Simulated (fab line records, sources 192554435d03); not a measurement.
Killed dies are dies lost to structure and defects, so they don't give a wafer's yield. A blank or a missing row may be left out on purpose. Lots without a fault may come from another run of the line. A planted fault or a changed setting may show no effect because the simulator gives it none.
Chamber matching | flow n5_finfet | N5_BEOL_M3_ETCH_74 on rie_diel-02: 4 sister chambers
The step etches underlayer in N2/H2, target depth 6.5 nm, time 5.2 s. 14 wafers are shown with their chamber, then 7 later ones without.

WAFERS WITH THEIR CHAMBER
wafer  | chamber | drypump_motor_current_A (A) | showerhead_plenum_p_Torr (Torr) | throttle_valve_pct (%)
L075.1 | 3       | 5.2                         | 2.66                            | 18.20
L075.3 | 2       | 5.6                         | 2.53                            | 17.54
L075.4 | 1       | 4.9                         | 2.60                            | 17.87
L083.1 | 3       | 5.2                         | 2.65                            | 18.20
L083.5 | 3       | 5.2                         | 2.65                            | 18.22
L083.6 | 0       | 5.4                         | 2.74                            | 17.65
L086.1 | 0       | 5.3                         | 2.74                            | 17.66
L086.3 | 1       | 4.9                         | 2.60                            | 17.50
L086.4 | 3       | 5.2                         | 2.65                            | 18.23
L093.3 | 1       | 4.9                         | 2.59                            | 17.53
L093.4 | 1       | 4.9                         | 2.59                            | 17.50
L093.6 | 0       | 5.4                         | 2.73                            | 17.68
L095.2 | 2       | 5.6                         | 2.52                            | 17.60
L095.4 | 1       | 4.9                         | 2.59                            | 17.51

SIGNATURES (means of the wafers above)
reading                  | chamber 0 | chamber 1 | chamber 2 | chamber 3 | scatter within a chamber
drypump_motor_current_A  | 5.367     | 4.900     | 5.600     | 5.200     | 0.0258
showerhead_plenum_p_Torr | 2.7367    | 2.5940    | 2.5250    | 2.6525    | 0.00558
throttle_valve_pct       | 17.6633   | 17.5820   | 17.5700   | 18.2125   | 0.104
Rule: a wafer's distance from a chamber is the root of the sum, over the readings, of the square of ((its reading less the chamber's mean) divided by the reading's scatter). The wafer belongs to the nearest chamber; if the next one is less than 2 further off, it can't be placed. The scatter: the root of (the sum of the squares of (reading less its chamber's mean) over the shown wafers, divided by (wafers less chambers)).

WAFERS WITHOUT THEIR CHAMBER
wafer  | drypump_motor_current_A (A) | showerhead_plenum_p_Torr (Torr) | throttle_valve_pct (%)
L095.6 | 5.2                         | 2.64                            | 18.25
L096.1 | 5.6                         | 2.52                            | 17.60
L096.5 | 4.9                         | 2.59                            | 17.54
L096.6 | 5.4                         | 2.73                            | 17.69
L097.1 | 5.1                         | 2.64                            | 18.25
L097.2 | 4.9                         | 2.59                            | 17.52
L097.3 | 5.6                         | 2.52                            | 17.59

WHICH CHAMBER EACH WENT THROUGH
wafer  | from the rows above | in truth
L095.6 | 3                   | 3
L096.1 | 2                   | 2
L096.5 | 1                   | 1
L096.6 | 0                   | 0
L097.1 | 3                   | 3
L097.2 | 1                   | 1
L097.3 | 2                   | 2
Placed correctly: 7 of 7. Can't be placed from these rows: 0. Placed wrongly: 0.
